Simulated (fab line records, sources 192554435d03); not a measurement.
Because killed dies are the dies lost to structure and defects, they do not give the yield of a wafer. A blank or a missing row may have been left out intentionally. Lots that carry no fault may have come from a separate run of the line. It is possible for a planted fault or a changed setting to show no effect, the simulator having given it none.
Split-lot trial :: flow n5_finfet :: 33 wafers read across 7 lots, on a route 1938 steps long

## THE SPLIT
At N5_BEOL_M7_TRENCH_ETCH_37 (etches SiCOH lowk in C4F6/O2, target depth 93.478 nm, time 31.2 s), the setting time_s was moved away from the recipe's 31.2 s on 9 of the 33 wafers read, by -37.8% to +46.9%. The other wafers ran this setting at the recipe's value.

## FROM THE SPLIT TO THE READING: what the file shows between them, 8 steps
- N5_BEOL_M7_ETCH_41: etches SiCN in CH3F/O2, target depth 31.9 nm, time 57.8 s
- N5_BEOL_M7_STRIP_80: strips in N2/H2, time 10 s
- N5_BEOL_M7_OCD_MEAS_38
- N5_BEOL_M7_HM_STRIP_39: strips TiN in peroxide tin strip, target depth 25 nm, time 158 s
- N5_BEOL_M7_SRD_40: time 30 s
- N5_BEOL_M7_ECD_50: material Cu, target thk 300 nm
- N5_BEOL_M7_ANNEAL_51: time 90 s
- N5_BEOL_M7_CMP_52: polishes, stops on SiCOH lowk, t overpolish 6.9 s, target thk 80 nm

## THE READING
M7_THK, in nm, at N5_BEOL_M7_THK_MEAS_53 (measures by xrf). Typical for fault-free wafers on this fab line: 77.7 nm, with standard deviation 1.9 nm.

wafer: L075.2
tool, chamber at the split: rie_diel-05, 0
time_s as run, s: 31.2
against the recipe: recipe
M7_THK, nm: 78.4
against lot-mates on the recipe: -

wafer: L075.3
tool, chamber at the split: rie_diel-05, 2
time_s as run, s: 31.2
against the recipe: recipe
M7_THK, nm: 77.5
against lot-mates on the recipe: -

wafer: L075.4
tool, chamber at the split: rie_diel-05, 2
time_s as run, s: 45.83
against the recipe: +46.9%
M7_THK, nm: 120.4
against lot-mates on the recipe: +42.5

wafer: L076.1
tool, chamber at the split: rie_diel-03, 2
time_s as run, s: 26.12
against the recipe: -16.3%
M7_THK, nm: 66.1
against lot-mates on the recipe: -13.2

wafer: L076.2
tool, chamber at the split: rie_diel-03, 3
time_s as run, s: 26.12
against the recipe: -16.3%
M7_THK, nm: 64.0
against lot-mates on the recipe: -15.3

wafer: L076.3
tool, chamber at the split: rie_diel-03, 1
time_s as run, s: 26.12
against the recipe: -16.3%
M7_THK, nm: 63.0
against lot-mates on the recipe: -16.3

wafer: L076.4
tool, chamber at the split: rie_diel-03, 0
time_s as run, s: 31.2
against the recipe: recipe
M7_THK, nm: 79.1
against lot-mates on the recipe: -

wafer: L076.5
tool, chamber at the split: rie_diel-03, 2
time_s as run, s: 31.2
against the recipe: recipe
M7_THK, nm: 79.3
against lot-mates on the recipe: -

wafer: L076.6
tool, chamber at the split: rie_diel-03, 3
time_s as run, s: 31.2
against the recipe: recipe
M7_THK, nm: 79.4
against lot-mates on the recipe: -

wafer: L077.2
tool, chamber at the split: rie_diel-06, 3
time_s as run, s: 19.4
against the recipe: -37.8%
M7_THK, nm: 43.4
against lot-mates on the recipe: -33.9

wafer: L077.5
tool, chamber at the split: rie_diel-06, 1
time_s as run, s: 19.4
against the recipe: -37.8%
M7_THK, nm: 44.1
against lot-mates on the recipe: -33.2

wafer: L077.6
tool, chamber at the split: rie_diel-06, 2
time_s as run, s: 31.2
against the recipe: recipe
M7_THK, nm: 77.3
against lot-mates on the recipe: -

wafer: L078.1
tool, chamber at the split: rie_diel-06, 0
time_s as run, s: 31.2
against the recipe: recipe
M7_THK, nm: 78.9
against lot-mates on the recipe: -

wafer: L078.2
tool, chamber at the split: rie_diel-06, 3
time_s as run, s: 24.97
against the recipe: -20.0%
M7_THK, nm: 61.6
against lot-mates on the recipe: -16.5

wafer: L078.3
tool, chamber at the split: rie_diel-06, 2
time_s as run, s: 31.2
against the recipe: recipe
M7_THK, nm: 78.1
against lot-mates on the recipe: -

wafer: L078.4
tool, chamber at the split: rie_diel-06, 1
time_s as run, s: 24.97
against the recipe: -20.0%
M7_THK, nm: 61.5
against lot-mates on the recipe: -16.6

wafer: L078.5
tool, chamber at the split: rie_diel-06, 2
time_s as run, s: 31.2
against the recipe: recipe
M7_THK, nm: 77.4
against lot-mates on the recipe: -

wafer: L078.6
tool, chamber at the split: rie_diel-06, 1
time_s as run, s: 24.97
against the recipe: -20.0%
M7_THK, nm: 61.9
against lot-mates on the recipe: -16.2

wafer: L093.2
tool, chamber at the split: rie_diel-03, 1
time_s as run, s: 31.2
against the recipe: recipe
M7_THK, nm: 74.9
against lot-mates on the recipe: -

wafer: L093.4
tool, chamber at the split: rie_diel-03, 2
time_s as run, s: 31.2
against the recipe: recipe
M7_THK, nm: 76.9
against lot-mates on the recipe: -

wafer: L093.5
tool, chamber at the split: rie_diel-03, 2
time_s as run, s: 31.2
against the recipe: recipe
M7_THK, nm: 76.9
against lot-mates on the recipe: -

wafer: L094.1
tool, chamber at the split: rie_diel-05, 0
time_s as run, s: 31.2
against the recipe: recipe
M7_THK, nm: 78.2
against lot-mates on the recipe: -

wafer: L094.2
tool, chamber at the split: rie_diel-05, 2
time_s as run, s: 31.2
against the recipe: recipe
M7_THK, nm: 78.2
against lot-mates on the recipe: -

wafer: L094.3
tool, chamber at the split: rie_diel-05, 1
time_s as run, s: 31.2
against the recipe: recipe
M7_THK, nm: 78.4
against lot-mates on the recipe: -

wafer: L094.4
tool, chamber at the split: rie_diel-05, 3
time_s as run, s: 31.2
against the recipe: recipe
M7_THK, nm: 76.9
against lot-mates on the recipe: -

wafer: L094.5
tool, chamber at the split: rie_diel-05, 0
time_s as run, s: 31.2
against the recipe: recipe
M7_THK, nm: 76.1
against lot-mates on the recipe: -

wafer: L094.6
tool, chamber at the split: rie_diel-05, 3
time_s as run, s: 31.2
against the recipe: recipe
M7_THK, nm: 76.3
against lot-mates on the recipe: -

wafer: L097.1
tool, chamber at the split: rie_diel-03, 1
time_s as run, s: 31.2
against the recipe: recipe
M7_THK, nm: 74.3
against lot-mates on the recipe: -

wafer: L097.2
tool, chamber at the split: rie_diel-03, 2
time_s as run, s: 31.2
against the recipe: recipe
M7_THK, nm: 78.0
against lot-mates on the recipe: -

wafer: L097.3
tool, chamber at the split: rie_diel-03, 3
time_s as run, s: 31.2
against the recipe: recipe
M7_THK, nm: 76.4
against lot-mates on the recipe: -

wafer: L097.4
tool, chamber at the split: rie_diel-03, 0
time_s as run, s: 31.2
against the recipe: recipe
M7_THK, nm: 75.9
against lot-mates on the recipe: -

wafer: L097.5
tool, chamber at the split: rie_diel-03, 0
time_s as run, s: 31.2
against the recipe: recipe
M7_THK, nm: 76.6
against lot-mates on the recipe: -

wafer: L097.6
tool, chamber at the split: rie_diel-03, 1
time_s as run, s: 31.2
against the recipe: recipe
M7_THK, nm: 75.7
against lot-mates on the recipe: -

THE FIT
A straight line over all 33 wafers: M7_THK changes by +0.875 nm for each +1% of time_s; r = +0.99; the points scatter about the line by 1.4 nm.
The same after taking each lot's own level away (the mean of its wafers on the recipe; 33 wafers): +0.887 nm for each +1%; r = +1.00; scatter 0.95 nm.
Per that fit: largest time_s move, reading shift of 42 nm.
The lots' own levels span 76.15 to 79.27 nm, that is 1.6 times the standard deviation above.
Consequently the slope shifts little with the lot-to-lot level, the two slopes agreeing.
Check: for one of the wafers moved furthest among these (+46.9%), held out of the fit, the line's prediction against its lot-mates is +41.1 nm. It came out at +42.5 nm against them.

## THE WHOLE CHAIN: every reading that the file lists as answering this split, in the file's order
step: N5_BEOL_M7_TRENCH_ETCH_37
what it does: etches SiCOH lowk in C4F6/O2, target depth 93.478 nm, time 31.2 s
reading: etch.depth_nm (the simulator's own value, which no gauge read)
change (the file's fit): +0.912 nm for each +1% of the setting
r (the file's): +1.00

step: N5_BEOL_M7_TRENCH_ETCH_37
what it does: etches SiCOH lowk in C4F6/O2, target depth 93.478 nm, time 31.2 s
reading: BEOL_M7.feature_depth_nm (the simulator's own value, which no gauge read)
change (the file's fit): +0.911 nm for each +1% of the setting
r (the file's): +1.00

step: N5_BEOL_M7_TRENCH_ETCH_37
what it does: etches SiCOH lowk in C4F6/O2, target depth 93.478 nm, time 31.2 s
reading: TiN_of_BEOL_M7_HM_DEP_02.thk_nm (the simulator's own value, which no gauge read)
change (the file's fit): -0.0235 nm for each +1% of the setting
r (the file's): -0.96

step: N5_BEOL_M7_OCD_MEAS_38
what it does: 
reading: trench_depth_nm
change (the file's fit): +0.894 nm for each +1% of the setting
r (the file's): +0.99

step: N5_BEOL_M7_CMP_52
what it does: polishes, stops on SiCOH lowk, t overpolish 6.9 s, target thk 80 nm
reading: Cu_of_BEOL_M7_ECD_50.thk_nm (the simulator's own value, which no gauge read)
change (the file's fit): +0.922 nm for each +1% of the setting
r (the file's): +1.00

step: N5_BEOL_M7_THK_MEAS_53
what it does: measures by xrf
reading: M7_THK
change (the file's fit): +0.887 for each +1% of the setting
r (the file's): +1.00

step: N5_BEOL_M7_RS_MEAS_57
what it does: measures by four-point-probe
reading: M7_RS
change (the file's fit): not straight: 0.587 at the lowest setting, 0.292 at the recipe, 0.176 at the highest
r (the file's): not given

## THE FILE'S OWN FIT
M7_THK changes by +0.887 nm for each +1% of time_s, r = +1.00.
